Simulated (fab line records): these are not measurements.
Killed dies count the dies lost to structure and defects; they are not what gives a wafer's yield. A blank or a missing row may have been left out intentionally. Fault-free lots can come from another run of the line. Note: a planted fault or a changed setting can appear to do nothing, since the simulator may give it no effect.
Matching of chambers -- flow n5Finfet -- uvCure-02 running N5_BEOL_M10_CURE_71: 3 sister chambers
The step cures SiCOH lowk, time 240 s. 3 wafers are shown with their chamber, then 8 later ones without.

== EACH WAFER AND ITS CHAMBER ==
wafer,chamber,wafer_temp_C_max
L078.6,2,386.7
L088.6,0,386.7
L094.1,1,387.1

== WAFERS WITHOUT THEIR CHAMBER ==
wafer,wafer_temp_C_max
L094.4,386.8
L094.6,386.7
L096.1,386.2
L096.2,387.4
L096.5,386.7
L097.1,387.8
L097.4,388.6
L097.6,387.1

== WHICH CHAMBER EACH ONE RAN IN ==
wafer,from the rows above,in truth
L094.4,can't be placed: 0 or 2 or 1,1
L094.6,can't be placed: 0 or 2 or 1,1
L096.1,can't be placed: 0 or 2 or 1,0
L096.2,can't be placed: 1 or 0 or 2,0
L096.5,can't be placed: 0 or 2 or 1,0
L097.1,can't be placed: 1 or 0 or 2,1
L097.4,can't be placed: 1 or 0 or 2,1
L097.6,can't be placed: 1 or 0 or 2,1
Correctly placed: 0 of 8. Cannot be placed on the basis of these rows: 8; the candidates contain the true chamber in 8. Number placed wrongly: 0.
How it was worked out, from the rows above alone: a wafer's distance from a chamber is the root of the sum, over the readings, of the square of ((its reading less the chamber's mean) divided by the reading's scatter). The wafer belongs to the nearest chamber; if the next one is less than 2 further off, it can't be placed. A chamber's mean is the mean of its shown wafers. The scatter (one wafer shown for each chamber): square how far every hidden wafer sits from the nearest shown wafer, average those squares and take the square root.
